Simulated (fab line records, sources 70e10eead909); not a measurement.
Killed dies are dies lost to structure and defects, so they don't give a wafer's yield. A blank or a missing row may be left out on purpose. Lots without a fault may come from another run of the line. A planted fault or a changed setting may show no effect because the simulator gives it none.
fab line records | flow nand_harc
record lots=6 wafers=18 last_day=33
route steps=1302 shown P_M1@315 P_M2@318
lots that met no fault: from a run of the same line without faults
start_h: hours from the record's first day to the start of the lot's first wafer shown | wait_h: hours since the lot's step before | " the same as in the row above | L1.1+2: a row that stands for several wafers | - no value, or no start given | * or withheld: withheld | < > ~ a bound
route shown NAME@n: a module of which the file shows steps, and the number in the route of the first | usual: mean/standard deviation of fault-free wafers | same: alike in all rows | chamber/n: place in a boat | sites: the reading at each site | _std_site: their standard deviation | _edge_site: outer sites' mean less inner sites' | radius_mm: how far each site lies from the wafer's centre | mask NAME#n: copy n | behind: the tool/chamber that last shaped the wafer | hold: why the lot was held/for how many hours/how that ended | device: the transistor (n, p or np) that didn't switch | end of line: the same wafers' tests at the end of the route | a step without rows: its recipe alone | killed: dies lost to structure and defects at the first sort, not the wafer's yield | map: a wafer's dies, x killed, . not, _ none there
set.NAME: the setting as run; set.NAME@STEP: as run at that earlier step | model.NAME: the simulator's own value behind a step, which no gauge read
lots at some steps of the route; a table a step, a row a wafer
services: from which hour (start_h, from the record's first day; less than 0 if before it) a tool's chamber was out of use, for how many hours, and why
## steps
# step NHARC_P_M1_INSPECT_27
# usual raw_defect_count=349/140
# columns lot.wafer tool chamber start_h wait_h raw_defect_count
L229.1 defect_inspect-02 - 147.59 0.0 512
L229.2 " - " " 257
L229.5 " - " " 470
L238.1 defect_inspect-01 - 247.65 0.0 185
L238.2 " - " " 245
L238.4 " - " " 212
L240.2 defect_inspect-01 - 255.71 0.0 305
L240.3 " - " " 347
L240.4 " - " " 293
L243.1 defect_inspect-01 - 289.99 0.0 434
L243.5 " - " " 352
L243.6 " - " " 523
L246.1 defect_inspect-02 - 317.36 0.0 221
L246.3 " - " " 353
L246.6 " - " " 257
L250.1 defect_inspect-01 - 355.23 0.0 250
L250.2 " - " " 265
L250.6 " - " " 250
# step NHARC_P_M1_PRE_CLEAN_32
# recipe time_s=12 temp_c=370 rf_power_w=300 gas=NH3
# usual heater_power_w=639/61
# columns lot.wafer tool chamber start_h wait_h heater_power_w
L229.2 pecvd-02 2 147.67 0.1 618
L229.1 " 0 " " 700
L229.5 " 1 " " 596
L238.2 pecvd-02 1 247.73 0.1 628
L238.1 " 2 " " 646
L238.4 " 2 " " 655
L240.2 pecvd-01 1 255.79 0.1 690
L240.3 " 2 " " 655
L240.4 " 2 " " 671
L243.1 pecvd-02 0 290.09 0.1 687
L243.5 " 1 " " 667
L243.6 " 0 " " 677
L246.3 pecvd-01 1 317.43 0.1 639
L246.1 " 2 " " 665
L246.6 " 0 " " 488
L250.1 pecvd-03 2 355.31 0.1 548
L250.2 " 0 " " 648
L250.6 " 0 " " 653
# step NHARC_P_M1_DEP_33
# recipe target_thk_a=300 temp_c=370 target_thk_nm=30 pressure_torr=3 flow_sccm=200 rf_w=450 material=SiCN
# usual heater_power_w=573/54 showerhead_vpp_V=1287/56
# columns lot.wafer tool chamber start_h wait_h heater_power_w showerhead_vpp_V
L229.2 pecvd-02 2 147.78 0.1 691 1285
L229.1 " 0 " " 567 1255
L229.5 " 1 " " 558 1272
L238.2 pecvd-02 1 247.84 0.1 615 1279
L238.1 " 2 " " 609 1306
L238.4 " 2 " " 594 1276
L240.2 pecvd-01 1 255.90 0.1 656 1193
L240.3 " 2 " " 618 1314
L240.4 " 2 " " 613 1301
L243.1 pecvd-02 0 290.23 0.1 627 1269
L243.5 " 1 " " 583 1278
L243.6 " 0 " " 640 1274
L246.3 pecvd-01 1 317.51 0.1 560 1179
L246.1 " 2 " " 606 1320
L246.6 " 0 " " 496 1229
L250.1 pecvd-03 2 355.42 0.1 541 1359
L250.2 " 0 " " 512 1326
L250.6 " 0 " " 537 1289
# step NHARC_P_M2_DEP_00
# recipe target_thk_a=1825 target_thk_nm=182.5 temp_c=withheld pressure_torr=5 flow_sccm=200 rf_w=600 material=SiOC
# step NHARC_P_M2_DEHYDRATE_01
# recipe temp_c=150 time_s=120
# step NHARC_P_M2_HMDS_02
# recipe time_s=30
# step NHARC_P_M2_COAT_34
# recipe temp_c=200 time_s=65
# step NHARC_P_M2_COAT_03
# recipe spin_rpm=1500 resist_thk_nm=90
# step NHARC_P_M2_SOFTBAKE_04
# recipe temp_c=105 time_s=55
# step NHARC_P_M2_EBR_05
# step NHARC_P_M2_EXPOSE_06
# recipe na=1.35 target_cd_nm=170 dose_mj=80.78 mask_id=P_M2
# step NHARC_P_M2_PEB_07
# recipe peb_temp_c=100 peb_time_s=65
# step NHARC_P_M2_DEVELOP_08
# recipe develop_time_s=35 dev_temp_c=23
# usual chill_plate_temp_C=22.99/0.11 develop_time_s=35/0
# columns lot.wafer tool chamber start_h wait_h chill_plate_temp_C develop_time_s
L229.1 litho_track-06 0 148 - 23.08 35
L229.2 " 0 " " 23.14 35
L229.5 " 0 " " 23.04 35
L238.1 litho_track-04 - 248 - - -
L238.2 " - " " - -
L238.4 " - " " - -
L240.2 litho_track-01 - 257 - - -
L240.3 " - " " - -
L240.4 " - " " - -
L243.1 litho_track-04 0 291 - 23.00 35
L243.5 " 0 " " 23.11 35
L243.6 " 0 " " 23.20 35
L246.1 litho_track-04 0 318 - 22.99 35
L246.3 " 0 " " 22.90 35
L246.6 " 0 " " 22.85 35
L250.1 litho_track-01 0 356 - 23.10 35
L250.2 " 0 " " 23.01 35
L250.6 " 0 " " 23.15 35
# step NHARC_P_M2_CD_MEAS_09
# recipe target_cd_nm=170 landing_energy_ev=500
# usual cd_nm=170.1/0.69
# columns lot.wafer tool chamber start_h wait_h cd_nm
L229.1 cd_sem-02 0 149.06 - 169.2
L229.2 " 0 " " 170.9
L229.5 " 0 " " 171.9
L238.1 cd_sem-02 0 249.02 - -
L238.2 " 0 " " -
L238.4 " 0 " " -
L240.2 cd_sem-03 0 257.09 - -
L240.3 " 0 " " -
L240.4 " 0 " " -
L243.1 cd_sem-01 0 291.40 - 170.4
L243.5 " 0 " " 169.8
L243.6 " 0 " " 169.9
L246.1 cd_sem-02 0 318.74 - 170.3
L246.3 " 0 " " 170.0
L246.6 " 0 " " 168.9
L250.1 cd_sem-02 0 356.50 - 169.0
L250.2 " 0 " " 170.1
L250.6 " 0 " " 168.4
## services
# columns tool chamber start_h hours kind
pecvd-01 - 138.14 13.0 pm
pecvd-01 0 138.14 13.0 vent_cycle
pecvd-01 1 138.14 13.0 vent_cycle
litho_track-01 - 155.00 7.0 pm
pecvd-02 - 167.24 1.7 repair
litho_track-06 - 179.00 7.0 pm
pecvd-03 1 180.52 4.8 repair
pecvd-03 - 185.05 13.0 pm
litho_track-04 - 203.00 7.0 pm
pecvd-02 2 204.18 14.1 repair
pecvd-02 - 227.15 13.0 pm
pecvd-02 0 227.15 13.0 vent_cycle
pecvd-02 1 227.15 13.0 vent_cycle
pecvd-02 2 227.15 13.0 vent_cycle
pecvd-02 0 240.15 - clean
pecvd-02 1 240.15 - clean
pecvd-02 2 240.15 - clean
pecvd-03 1 265.18 16.2 repair
pecvd-01 1 268.22 22.6 repair
pecvd-03 2 310.97 12.1 repair
pecvd-01 - 319.14 13.0 pm
litho_track-01 - 330.00 7.0 pm
pecvd-03 0 337.91 2.1 repair
litho_track-06 - 354.00 7.0 pm
## key
first_sign step=NHARC_P_M2_DEVELOP_08 reading=tool_record direction=missing
effect none on later readings
met_at NHARC_P_M2_DEVELOP_08
struck_wafers L238.1,L238.2,L238.4,L240.2,L240.3,L240.4
later_rows_left_out L238.1,L238.2,L238.4,L240.2,L240.3,L240.4
sort_left_out L238.1,L238.2,L238.4,L240.2,L240.3,L240.4
fault kind=skipped_step_whole tool=litho_track-01,litho_track-04 chamber=- onset_h=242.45 steps=NHARC_P_M2_DEVELOP_08 scope=struck_lots_only
# sort_left_out: the simulated sort isn't trusted on such a fault, so these wafers' sort isn't shown, and their yield isn't known
# later_rows_left_out: the simulator's readings of these wafers behind a module that went badly wrong aren't trusted and aren't shown, but for the sort
